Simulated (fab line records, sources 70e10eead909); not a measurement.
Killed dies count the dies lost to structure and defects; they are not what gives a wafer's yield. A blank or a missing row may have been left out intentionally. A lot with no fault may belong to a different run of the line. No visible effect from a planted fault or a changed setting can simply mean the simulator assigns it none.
Struck lot and sound lot, side by side || flow nand-harc || 38 steps out of a route of 1159
Sound: the wafers L278.1, L278.4, L278.5. The struck wafers were L293.1, L293.3, L293.5. The cause is named last.
Each step with rows lists, per side, the tool, then ch with its chambers, then its first start. Under that, the readings that differ: sound wafers || struck wafers || difference of the means || sigmas: that difference in standard deviations of wafers without a fault.
alike: readings whose means differ by less than 2 such deviations, and words and numbers that are the same on both sides. not compared: withheld readings, readings that some wafer has no value for, bounds like >300 that may hide the same value, and numbers for which the record gives no deviation and whose values overlap.
Wherever a step has rows on one side only, a row that says differs or no value, or a row with sigmas, the two part there. Non-overlapping numbers with no deviation appear without sigmas and do not part them. Lack of a reading on every wafer of one side parts them only where that side has two or more wafers.

NHARC_A_SOURCE_PLATE_THK_MEAS_06: measures by ellipsometry.
  struck on film-metro-02, day 12 20:28; sound on film-metro-01, day 9 04:38
  alike: thk-nm
NHARC_A_SOURCE_PLATE_INSPECT_08:
  struck on defect-inspect-02, day 12 20:34; sound on defect-inspect-02, day 9 04:42
  alike: raw-defect-count
then, 1 step without rows for these wafers: NHARC_A_ONON_D1_DEP_00 (target thk 1000 nm).
NHARC_A_ONON_D1_THK_MEAS_02: measures by ellipsometry.
  struck on film-metro-01, day 12 21:08; sound on film-metro-02, day 9 05:37
  alike: thk-nm
then, 1 step without rows for these wafers: NHARC_A_ONON_D1_DEP_03 (target thk 1000 nm).
NHARC_A_ONON_D1_THK_MEAS_05: measures by ellipsometry.
  struck on film-metro-02, day 12 21:42; sound on film-metro-02, day 9 06:11
  alike: thk-nm
then, 1 step without rows for these wafers: NHARC_A_ONON_D1_DEP_06 (target thk 1000 nm).
NHARC_A_ONON_D1_THK_MEAS_08: measures by ellipsometry.
  struck on film-metro-02, day 12 22:16; sound on film-metro-02, day 9 06:45
  alike: thk-nm
then, 1 step without rows for these wafers: NHARC_A_ONON_D1_DEP_09 (target thk 1000 nm).
NHARC_A_ONON_D1_THK_MEAS_11: measures by ellipsometry.
  struck on film-metro-01, day 12 22:49; sound on film-metro-01, day 9 07:19
  alike: thk-nm
NHARC_A_ONON_D1_DEP_12: target thk 1000 nm.
  sound on pecvd-onon-03 ch 0, day 9 07:22; struck on pecvd-onon-03 ch 0, day 12 22:53
  alike: susceptor-temp-C
NHARC_A_ONON_D1_THK_MEAS_14: measures by ellipsometry.
  struck on film-metro-01, day 12 23:23; sound on film-metro-01, day 9 07:53
{"reading": "thk-nm (nm)", "sound": "983 985 982", "struck": "1015 1013 1013", "difference": "+30", "sigmas": "+3"}
then, 2 steps without rows for these wafers: NHARC_A_ONON_D1_ANNEAL_15 (time 3600 s); NHARC_A_ONON_D1_DEP_16 (target thk 1000 nm).
NHARC_A_ONON_D1_THK_MEAS_18: measures by ellipsometry.
  struck on film-metro-02, day 13 06:28; sound on film-metro-02, day 9 14:38
{"reading": "thk-nm (nm)", "sound": "1005 1002 1003", "struck": "982 981 979", "difference": -23, "sigmas": -2}
then, 1 step without rows for these wafers: NHARC_A_ONON_D1_DEP_19 (target thk 1000 nm).
NHARC_A_ONON_D1_THK_MEAS_21: measures by ellipsometry.
  struck on film-metro-02, day 13 07:01; sound on film-metro-01, day 9 15:19
  alike: thk-nm
then, 1 step without rows for these wafers: NHARC_A_ONON_D1_DEP_22 (target thk 1000 nm).
NHARC_A_ONON_D1_THK_MEAS_24: measures by ellipsometry.
  struck on film-metro-02, day 13 07:35; sound on film-metro-01, day 9 15:53
  alike: thk-nm
then, 1 step without rows for these wafers: NHARC_A_ONON_D1_DEP_25 (target thk 1000 nm).
NHARC_A_ONON_D1_THK_MEAS_27: measures by ellipsometry.
  struck on film-metro-01, day 13 08:11; sound on film-metro-02, day 9 16:28
  alike: thk-nm
then, 1 step without rows for these wafers: NHARC_A_ONON_D1_DEP_28 (target thk 1000 nm).
NHARC_A_ONON_D1_THK_MEAS_30: measures by ellipsometry.
  struck on film-metro-01, day 13 08:45; sound on film-metro-01, day 9 17:01
  alike: thk-nm
NHARC_A_ONON_D1_DEP_33: deposits SiO2, target thk 200 nm.
  sound on pecvd-02 ch 1,2, day 9 17:10; struck on pecvd-01 ch 1,2, day 13 08:51
  alike: heater-power-outer-w, heater-power-w, susceptor-temp-C, throttle-valve-pct
NHARC_A_ONON_D1_THK_MEAS_34: measures by ellipsometry.
  struck on film-metro-01, day 13 09:13; sound on film-metro-01, day 9 17:29
  alike: thk-nm
NHARC_A_CHANNEL_HOLE_D1_DEP_00: deposits aC, target thk 3100 nm.
  sound on acl-dep-03 ch 0, day 9 19:10; struck on acl-dep-02 ch 0, day 13 10:30
{"reading": "susceptor-temp-C (C)", "sound": "399.91 399.98 400.13", "struck": "- - -", "difference": "no value on the struck wafers", "sigmas": ""}
  alike: throttle-valve-pct
NHARC_A_CHANNEL_HOLE_D1_DEP_01: deposits SiON, target thk 140 nm.
  sound on pecvd-01 ch 0,1, day 9 21:08; struck on pecvd-02 ch 1,2, day 13 12:26
  alike: heater-power-outer-w, heater-power-w, susceptor-temp-C
then, 10 steps without rows for these wafers: NHARC_A_CHANNEL_HOLE_D1_DEHYDRATE_02 (time 120 s); NHARC_A_CHANNEL_HOLE_D1_HMDS_03 (time 30 s); NHARC_A_CHANNEL_HOLE_D1_COAT_36 (time 75 s); NHARC_A_CHANNEL_HOLE_D1_COAT_37 (time 65 s); NHARC_A_CHANNEL_HOLE_D1_COAT_04 (resist thk 90 nm); NHARC_A_CHANNEL_HOLE_D1_SOFTBAKE_05 (time 55 s); NHARC_A_CHANNEL_HOLE_D1_EBR_06; NHARC_A_CHANNEL_HOLE_D1_EXPOSE_07 (exposes mask HOLE D1, target cd 100 nm); NHARC_A_CHANNEL_HOLE_D1_PEB_08 (peb time 65 s); NHARC_A_CHANNEL_HOLE_D1_DEVELOP_09 (develop time 35 s).
-- the record jumps here: 11 days lie between the struck wafers' starts before and after (it left off in module A_CHANNEL_HOLE_D1 and takes up again in module END, whose first step shown is number 1159 of the route) --
NHARC_END_SORT_01:
  at this point the record logs the struck wafers (prober-01 ch 0, day 24 16:02) and has no rows for the sound ones

WHERE THEY PART
At NHARC_A_ONON_D1_THK_MEAS_14 first; at NHARC_END_SORT_01 last (within this record only).

WHY: what the simulator had put in
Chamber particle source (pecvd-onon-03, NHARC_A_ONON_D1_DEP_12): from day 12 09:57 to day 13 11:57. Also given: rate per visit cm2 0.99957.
